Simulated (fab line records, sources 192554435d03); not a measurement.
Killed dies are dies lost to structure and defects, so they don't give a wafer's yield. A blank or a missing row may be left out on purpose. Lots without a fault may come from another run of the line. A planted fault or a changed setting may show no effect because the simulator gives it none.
Which tool did it? | flow n5_finfet | 9 lots, 26 wafers sampled, at 3 steps of a route of 1938

WHAT THE GAUGES READ, wafer by wafer
N5_BEOL_M4_OCD_MEAS_38.
lot  | measured     | on     | trench_depth_nm (nm)
L840 | day 7 11:04  | ocd-01 | 57.5 56.5 56.5
L841 | day 7 19:50  | ocd-02 | 56.6 58.2 56.5
L844 | day 8 16:55  | ocd-02 | 56.7 54.6 57.0
L846 | day 9 09:11  | ocd-02 | 55.5 56.6 57.2
L849 | day 9 19:31  | ocd-01 | 55.4 56.9 56.3
L858 | day 12 04:27 | ocd-02 | 28.7 54.9
L862 | day 13 02:56 | ocd-01 | 55.1 56.3 56.0
L861 | day 13 10:25 | ocd-02 | 55.2 55.6 29.3
L863 | day 13 13:34 | ocd-02 | 57.7 56.3 56.3

WHICH TOOL RAN EACH LOT (tool, then ch and the chambers of the sampled wafers, then the start)
lot  | N5_BEOL_M4_ALD_98                 | N5_BEOL_M4_TRENCH_ETCH_37
L840 | ald_sin-01 ch 1,2, day 7 09:50    | rie_diel-03 ch 1,2,3, day 7 10:54
L841 | ald_sin-01 ch 0,2,3, day 7 18:58  | rie_diel-02 ch 0,2,3, day 7 19:41
L844 | ald_sin-03 ch 0,3, day 8 12:47    | rie_diel-03 ch 0,1, day 8 16:45
L846 | ald_sin-01 ch 0,1,3, day 9 07:45  | rie_diel-03 ch 0,1,3, day 9 09:01
L849 | ald_sin-01 ch 0,3, day 9 17:14    | rie_diel-03 ch 0,2,3, day 9 19:22
L858 | ald_sin-01 ch 1,2, day 12 01:07   | rie_diel-03 ch 2,3, day 12 04:17
L862 | ald_sin-01 ch 1,2,3, day 13 02:11 | rie_diel-02 ch 0,1,2, day 13 02:47
L861 | ald_sin-01 ch 2,3, day 13 03:02   | rie_diel-03 ch 0,2,3, day 13 10:15
L863 | ald_sin-02 ch 0,2,3, day 13 12:17 | rie_diel-02 ch 2,3, day 13 13:24
- N5_BEOL_M4_ALD_98: deposits SiO2, target thk 2.5 nm, pulse time 1 s, co reactant pulse time 1 s.
- N5_BEOL_M4_TRENCH_ETCH_37: etches SiOC in C4F6/O2, target depth 55.555 nm, time 29.2 s.

THE ANSWER, worked out from the rows above alone
Rule: what is usual is taken from the lots themselves. Put in order of their means at a reading, lots are off if they are a third of the lots or fewer, leave a main group of 4 or more, and stand apart from it by a gap of 3 or more times the standard deviation of the main group's means; of several such gaps the widest counts. A main group whose means are all the same, to the digits that the tables above print for the reading, isn't used. A lot without any number at a reading at which 4 lots or more have one is off too. The other lots that the step has rows for count as sound.
Off: L858, L861, at N5_BEOL_M4_OCD_MEAS_38 (trench_depth_nm). The main group: mean 56.5 nm, standard deviation 0.43.
A tool fits if, at a process step before that reading, it ran every lot that is off, and no sound lot after the first of them. The gauges at N5_BEOL_M4_OCD_MEAS_38 are tried like those tools. One fits: rie_diel-03 at N5_BEOL_M4_TRENCH_ETCH_37. Its last sound lot is L849 (day 9 19:22), its first lot that is off L858 (day 12 04:17): a fault that began between those two fits.

WHAT THE SIMULATOR HAD PUT IN
Process parameter drift: rie_diel-03, from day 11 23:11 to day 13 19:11, at N5_BEOL_M4_TRENCH_ETCH_37. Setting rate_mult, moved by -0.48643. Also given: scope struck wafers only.
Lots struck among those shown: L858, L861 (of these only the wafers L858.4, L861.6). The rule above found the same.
